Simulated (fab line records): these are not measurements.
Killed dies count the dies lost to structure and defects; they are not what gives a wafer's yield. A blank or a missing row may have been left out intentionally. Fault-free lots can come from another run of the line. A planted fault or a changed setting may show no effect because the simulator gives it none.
Split-lot study || flow n5 finfet || on a route of 1938 steps: 7 lots, 21 wafers read

== THE SPLIT ITSELF ==
At N5_FIN_SAQP_PECVD_06 (deposits a-Si from SiH4/He, target thk 60 nm, time 48.1 s), the setting time s was moved away from the recipe's 48.1 s on 9 of the 21 wafers read, by -13.1% to +10.0%. For the rest of the wafers, this setting stayed at what the recipe calls for.

== FROM THE SPLIT TO THE READING: what the file shows between them, 10 steps ==
- N5_FIN_SAQP_THK_MEAS_07
- N5_FIN_SAQP_HM_DEP_72: deposits SiO2 from SiH4/N2O, target thk 12 nm, time 7.2 s
- N5_FIN_SAQP_COAT_49: time 60 s, resist thk 100 nm
- N5_FIN_SAQP_HM_OPEN_73: chemistry CHF3/O2, target SiO2, stops on a-Si, target depth 12 nm, time 16.8 s
- N5_FIN_SAQP_STRIP_74: strips in CHF3/O2
- N5_FIN_SAQP_MANDREL_ETCH_22: etches a-Si in HBr/Cl2, stops on SiNx, target depth 60 nm, bt time 10 s, time 30 s
- N5_FIN_SAQP_STRIP_55: strips in N2/H2
- N5_FIN_SAQP_STRIP_23: strips in SPM, time 750 s
- N5_FIN_SAQP_SRD_66: time 30 s
- N5_FIN_SAQP_RECESS_75: chemistry HF/NH3, target SiO2, target depth 14.4 nm, afs cycles 3, sublimation time 60 s

== THE READING ==
a-Si_of_FIN_SAQP_PECVD_06.thk nm (the simulator's own value, which no gauge read), in nm, at N5_FIN_SAQP_SPACER1_ALD_24 (deposits SiO2, target thk 20.3 nm, pulse time 1 s, purge time 2 s). No usual value for it is given in the file. Here, 12 wafers ran the recipe; their average is 60.2 nm with a standard deviation of 0.59 nm.

{"wafer": "L075.2", "tool, chamber at the split": "pecvd-04, 1", "time s as run, s": 48.1, "against the recipe": "recipe", "a-Si_of_FIN_SAQP_PECVD_06.thk nm, nm": 60, "against lot-mates on the recipe": "-"}
{"wafer": "L075.3", "tool, chamber at the split": "pecvd-04, 0", "time s as run, s": 48.1, "against the recipe": "recipe", "a-Si_of_FIN_SAQP_PECVD_06.thk nm, nm": 60, "against lot-mates on the recipe": "-"}
{"wafer": "L075.6", "tool, chamber at the split": "pecvd-04, 2", "time s as run, s": 51.8, "against the recipe": "+7.7%", "a-Si_of_FIN_SAQP_PECVD_06.thk nm, nm": 66, "against lot-mates on the recipe": "+6.0"}
{"wafer": "L077.1", "tool, chamber at the split": "pecvd-01, 1", "time s as run, s": 48.1, "against the recipe": "recipe", "a-Si_of_FIN_SAQP_PECVD_06.thk nm, nm": 59.4, "against lot-mates on the recipe": "-"}
{"wafer": "L077.2", "tool, chamber at the split": "pecvd-01, 0", "time s as run, s": 48.1, "against the recipe": "recipe", "a-Si_of_FIN_SAQP_PECVD_06.thk nm, nm": 60.4, "against lot-mates on the recipe": "-"}
{"wafer": "L077.5", "tool, chamber at the split": "pecvd-01, 1", "time s as run, s": 48.1, "against the recipe": "recipe", "a-Si_of_FIN_SAQP_PECVD_06.thk nm, nm": 60.8, "against lot-mates on the recipe": "-"}
{"wafer": "L078.4", "tool, chamber at the split": "pecvd-03, 2", "time s as run, s": 50.56, "against the recipe": "+5.1%", "a-Si_of_FIN_SAQP_PECVD_06.thk nm, nm": 64.4, "against lot-mates on the recipe": "+3.4"}
{"wafer": "L078.5", "tool, chamber at the split": "pecvd-03, 0", "time s as run, s": 48.1, "against the recipe": "recipe", "a-Si_of_FIN_SAQP_PECVD_06.thk nm, nm": 61, "against lot-mates on the recipe": "-"}
{"wafer": "L078.6", "tool, chamber at the split": "pecvd-03, 2", "time s as run, s": 50.56, "against the recipe": "+5.1%", "a-Si_of_FIN_SAQP_PECVD_06.thk nm, nm": 64, "against lot-mates on the recipe": "+3.0"}
{"wafer": "L081.1", "tool, chamber at the split": "pecvd-04, 1", "time s as run, s": 51.08, "against the recipe": "+6.2%", "a-Si_of_FIN_SAQP_PECVD_06.thk nm, nm": 62.8, "against lot-mates on the recipe": "+3.0"}
{"wafer": "L081.3", "tool, chamber at the split": "pecvd-04, 2", "time s as run, s": 48.1, "against the recipe": "recipe", "a-Si_of_FIN_SAQP_PECVD_06.thk nm, nm": 59.2, "against lot-mates on the recipe": "-"}
{"wafer": "L081.5", "tool, chamber at the split": "pecvd-04, 0", "time s as run, s": 48.1, "against the recipe": "recipe", "a-Si_of_FIN_SAQP_PECVD_06.thk nm, nm": 60.4, "against lot-mates on the recipe": "-"}
{"wafer": "L082.1", "tool, chamber at the split": "pecvd-03, 2", "time s as run, s": 52.53, "against the recipe": "+9.2%", "a-Si_of_FIN_SAQP_PECVD_06.thk nm, nm": 65.6, "against lot-mates on the recipe": "+5.8"}
{"wafer": "L082.2", "tool, chamber at the split": "pecvd-03, 1", "time s as run, s": 48.1, "against the recipe": "recipe", "a-Si_of_FIN_SAQP_PECVD_06.thk nm, nm": 59.8, "against lot-mates on the recipe": "-"}
{"wafer": "L082.5", "tool, chamber at the split": "pecvd-03, 2", "time s as run, s": 52.53, "against the recipe": "+9.2%", "a-Si_of_FIN_SAQP_PECVD_06.thk nm, nm": 66.4, "against lot-mates on the recipe": "+6.6"}
{"wafer": "L090.2", "tool, chamber at the split": "pecvd-03, 1", "time s as run, s": 48.1, "against the recipe": "recipe", "a-Si_of_FIN_SAQP_PECVD_06.thk nm, nm": 59.8, "against lot-mates on the recipe": "-"}
{"wafer": "L090.4", "tool, chamber at the split": "pecvd-03, 1", "time s as run, s": 48.1, "against the recipe": "recipe", "a-Si_of_FIN_SAQP_PECVD_06.thk nm, nm": 60.8, "against lot-mates on the recipe": "-"}
{"wafer": "L090.6", "tool, chamber at the split": "pecvd-03, 2", "time s as run, s": 52.93, "against the recipe": "+10.0%", "a-Si_of_FIN_SAQP_PECVD_06.thk nm, nm": 66.6, "against lot-mates on the recipe": "+6.3"}
{"wafer": "L093.4", "tool, chamber at the split": "pecvd-04, 0", "time s as run, s": 41.79, "against the recipe": "-13.1%", "a-Si_of_FIN_SAQP_PECVD_06.thk nm, nm": 53, "against lot-mates on the recipe": -8.0}
{"wafer": "L093.5", "tool, chamber at the split": "pecvd-04, 1", "time s as run, s": 41.79, "against the recipe": "-13.1%", "a-Si_of_FIN_SAQP_PECVD_06.thk nm, nm": 52.4, "against lot-mates on the recipe": -8.6}
{"wafer": "L093.6", "tool, chamber at the split": "pecvd-04, 2", "time s as run, s": 48.1, "against the recipe": "recipe", "a-Si_of_FIN_SAQP_PECVD_06.thk nm, nm": 61, "against lot-mates on the recipe": "-"}

THE FIT
A straight line over all 21 wafers: a-Si_of_FIN_SAQP_PECVD_06.thk nm changes by +0.608 nm for each +1% of time s; r = +0.98; the points scatter about the line by 0.69 nm.
The same after taking each lot's own level away (the mean of its wafers on the recipe; 21 wafers): +0.644 nm for each +1%; r = +0.99; scatter 0.52 nm.
On that fit, the largest move of time s shifts the reading by 8.4 nm.
The lots' own levels span 59.80 to 61.00 nm, that is 2.0 times the standard deviation above.
Hence the lot-to-lot level has little effect on the slope; both slopes agree.
Check: -8.62 nm against its lot-mates is what the line predicts for one of the wafers moved furthest among these (-13.1%) when that wafer is left out of the fit. It came out at -8 nm against them.

== FURTHER SPLITS ON THESE WAFERS ==
Before the reading, these wafers also passed through other splits. Each is held against what the fit with the lots' levels taken away leaves over:
{"other split on the same wafers": "N5_ZERO_LAYER_ETCH_18 bias w", "wafers away from the commonest value": 2, "r with a-Si_of_FIN_SAQP_PECVD_06.thk nm (lot level and that fit taken away)": -0.16}
{"other split on the same wafers": "N5_FIN_SAQP_ALD_61 temp c", "wafers away from the commonest value": 10, "r with a-Si_of_FIN_SAQP_PECVD_06.thk nm (lot level and that fit taken away)": "+0.01"}

== THE WHOLE CHAIN: every reading that the file lists as answering this split, in the file's order ==
{"step": "N5_FIN_SAQP_PECVD_06", "what it does": "deposits a-Si from SiH4/He, target thk 60 nm, time 48.1 s", "reading": "a-Si_of_FIN_SAQP_PECVD_06.thk nm (the simulator's own value, which no gauge read)", "change (the file's fit)": "+0.64 nm for each +1% of the setting", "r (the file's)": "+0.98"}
{"step": "N5_FIN_SAQP_THK_MEAS_07", "what it does": "", "reading": "thk nm", "change (the file's fit)": "withheld for each +1% of the setting", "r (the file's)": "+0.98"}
{"step": "N5_FIN_SAQP_MANDREL_ETCH_22", "what it does": "etches a-Si in HBr/Cl2, stops on SiNx, target depth 60 nm, bt time 10 s, time 30 s", "reading": "etch.depth nm (the simulator's own value, which no gauge read)", "change (the file's fit)": "+0.639 nm for each +1% of the setting", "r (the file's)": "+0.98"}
{"step": "N5_FIN_SAQP_SPACER1_ALD_24", "what it does": "deposits SiO2, target thk 20.3 nm, pulse time 1 s, purge time 2 s", "reading": "a-Si_of_FIN_SAQP_PECVD_06.thk nm (the simulator's own value, which no gauge read)", "change (the file's fit)": "+0.645 nm for each +1% of the setting", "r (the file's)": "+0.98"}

== FILE'S OWN FIT ==
a-Si_of_FIN_SAQP_PECVD_06.thk nm changes by +0.645 nm for each +1% of time s, r = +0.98.
